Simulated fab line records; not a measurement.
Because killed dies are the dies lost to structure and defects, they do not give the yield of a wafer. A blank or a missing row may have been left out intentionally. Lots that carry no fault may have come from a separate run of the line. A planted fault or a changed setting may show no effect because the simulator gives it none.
Struck lot and sound lot, side by side | flow n5-finfet | 26 steps out of a route of 1938
Sound: these wafers, L273.2, L273.3, L273.6. Wafers struck: L285.1, L285.4, L285.6. The cause is given at the end.
Each step with rows lists, per side, the tool, then ch with its chambers, then its first start. Under that, the readings that differ: sound wafers | struck wafers | difference of the means | sigmas: that difference in standard deviations of wafers without a fault.
alike: readings whose means differ by less than 2 such deviations, and words and numbers that are the same on both sides. not compared: withheld readings, readings that some wafer has no value for, bounds like >300 that may hide the same value, and numbers for which the record gives no deviation and whose values overlap.
Wherever a step has rows on one side only, a row that says differs or no value, or a row with sigmas, the two part there. Numbers that have no deviation but don't overlap get no sigmas and don't part them. A reading missing from all wafers of one side parts the sides only when that side holds two or more wafers.

first, 1 step without rows for these wafers: N5_HKMG_FIN_WET_ETCH_78 (etches Al2O3 in dNH4OH, stops on La2O3, target depth 4.5 nm, rinse time 30 s).
N5_HKMG_FIN_ALD_79: deposits TiN, target thk 1.5 nm, pulse time 1 s, purge time 3 s.
  sound on ald-metal-02 ch 0,1,3, day 4 17:51; struck on ald-metal-03 ch 1,2,3, day 7 19:16
  alike: chamber-pressure-Torr, heater-power-w, precursor-pulse-height-rel
  not compared: since-wet-clean-h
N5_HKMG_FIN_CVD_62: deposits a-Si from Si2H6, target thk 3 nm, time 20.8 s.
  sound on thermal-cvd-si-01 ch 0,1,2, day 4 18:13; struck on thermal-cvd-si-01 ch 0,1, day 7 19:38
  alike: chamber-pressure-Torr, heater-power-w
  not compared: since-wet-clean-h
then, 5 steps without rows for these wafers: N5_HKMG_FIN_RTA_80 (time 2 s); N5_HKMG_FIN_PRECLEAN_64 (cleans in dHF, time 30 s); N5_HKMG_FIN_WET_ETCH_65 (etches a-Si in TMAH, stops on TiN, time 49 s, target depth 3 nm); N5_HKMG_FIN_WET_ETCH_81 (etches TiN in SC1, stops on HfO2, time 57 s, target depth 6 nm); N5_HKMG_FIN_WET_ETCH_82 (etches La2O3 in dHCl, stops on HfO2, target depth 2 nm, rinse time 30 s).
N5_HKMG_FIN_ALD_36: deposits TiN, target thk 1 nm, pulse time 1 s, purge time 3 s.
  sound on ald-metal-03 ch 1,2,3, day 4 18:37; struck on ald-metal-03 ch 1,2,3, day 7 20:11
  alike: chamber-pressure-Torr, heater-power-w, precursor-pulse-height-rel
  not compared: since-wet-clean-h
N5_HKMG_FIN_THK_MEAS_70: measures by xrf.
  struck on film-metro-01, day 7 20:28; sound on film-metro-01, day 4 18:53
  alike: HK_THK
N5_HKMG_FIN_PWFM_ALD_03: deposits TiN, target thk 2 nm, pulse time 1 s, purge time 3 s.
  sound on ald-metal-02 ch 1,3, day 4 18:55; struck on ald-metal-02 ch 0,1,3, day 7 20:30
  alike: chamber-pressure-Torr, heater-power-w, precursor-pulse-height-rel
  not compared: since-wet-clean-h
then, 1 step without rows for these wafers: N5_HKMG_FIN_COAT_29 (time 60 s, resist thk 300 nm).
N5_HKMG_FIN_COAT_30: time 60 s, resist thk 35 nm.
  sound on litho-track-02 ch 0, day 4 19:24; struck on litho-track-02 ch 0, day 7 20:58
  reading                                     | sound                | struck               | difference | sigmas
  spin-speed-rpm (rpm)                        | 1500.0 1500.3 1498.8 | 1539.3 1538.8 1540.6 | +39.9      | +44
  model.SiARC_of_HKMG_FIN_COAT_30.thk-nm (nm) | 35 35 35             | 34.6 34.6 34.6       | -0.4       |
  alike: heater-power-total-W
then, 6 steps without rows for these wafers: N5_HKMG_FIN_COAT_06 (resist thk 90 nm); N5_HKMG_FIN_EBR_08; N5_HKMG_FIN_SOFTBAKE_07 (time 60 s); N5_HKMG_FIN_EXPOSE_09 (exposes mask NWFM); N5_HKMG_FIN_PEB_10 (peb time 60 s); N5_HKMG_FIN_DEVELOP_11 (develop time 30 s).
N5_HKMG_FIN_CD_MEAS_12: the cd target is 92.8 nm.
  sound on cd-sem-03 ch 0, day 4 19:38; struck on cd-sem-01 ch 0, day 7 21:20
  alike: cd-nm
N5_HKMG_FIN_OVL_MEAS_13:
  sound on overlay-02 ch 0, day 4 19:40; struck on overlay-02 ch 0, day 7 21:22
  reading       | sound       | struck        | difference | sigmas
  NWFM_OVL (nm) | 1.5 0.4 0.8 | 0.2 -1.1 -1.3 | -1.6       | -2
N5_HKMG_FIN_INSPECT_14: inspects for defects (macro).
  struck on defect-inspect-01, day 7 21:23; sound on defect-inspect-02, day 4 19:41
  alike: raw-defect-count
then, 1 step without rows for these wafers: N5_HKMG_FIN_DESCUM_17 (chemistry O2, time 7.9 s).
N5_HKMG_FIN_ETCH_31: etches SiARC in CF4, target depth 45.5 nm, time 75.8 s.
  sound on rie-diel-03 ch 1,3, day 4 19:58; struck on rie-diel-03 ch 2,3, day 7 21:28
  reading                  | sound             | struck            | difference | sigmas
  rf-vpp-V (V)             | 183.9 182.5 183.3 | 185.8 186.1 187.6 | +3.3       | +3
  model.etch.depth-nm (nm) | 34.96 35.06 34.92 | 34.51 34.52 34.51 | -0.47      |
  alike: bias-w, drypump-motor-current-A, etch-rf-on-time-s, oes-product-au, showerhead-plenum-p-Torr, throttle-valve-pct
  not compared: rf-hours-counter-h
N5_HKMG_FIN_ETCH_32: etches SOC in N2/H2, target depth 240 nm, time 300 s.
  sound on rie-diel-03 ch 1,3, day 4 20:01; struck on rie-diel-03 ch 2,3, day 7 21:31
  alike: bias-w, drypump-motor-current-A, oes-product-au, rf-vpp-V, showerhead-plenum-p-Torr, throttle-valve-pct
  not compared: rf-hours-counter-h
-- record jumps: 4 days separate the struck wafers' starts on either side; left off in module HKMG_FIN, taken up again in module BEOL_M4, whose first shown step is the route's number 1111 --
N5_BEOL_M4_RC_MEAS_101:
  sound on prober-01 ch 0, day 8 20:35; struck on prober-01 ch 0, day 11 18:04
  alike: DIBL_N, DIBL_P, IOFF_N, IOFF_P, ION_N, ION_P, SS_N, SS_P, VT_N, VT_P

WHERE THEY PART
First at N5_HKMG_FIN_COAT_30; last, within this record, at N5_HKMG_FIN_ETCH_31. Later steps at which nothing parts them and some readings are alike: N5_HKMG_FIN_ETCH_32, N5_BEOL_M4_RC_MEAS_101.

WHY: the cause the simulator had injected
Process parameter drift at N5_HKMG_FIN_COAT_30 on litho-track-02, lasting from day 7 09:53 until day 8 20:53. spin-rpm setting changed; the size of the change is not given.
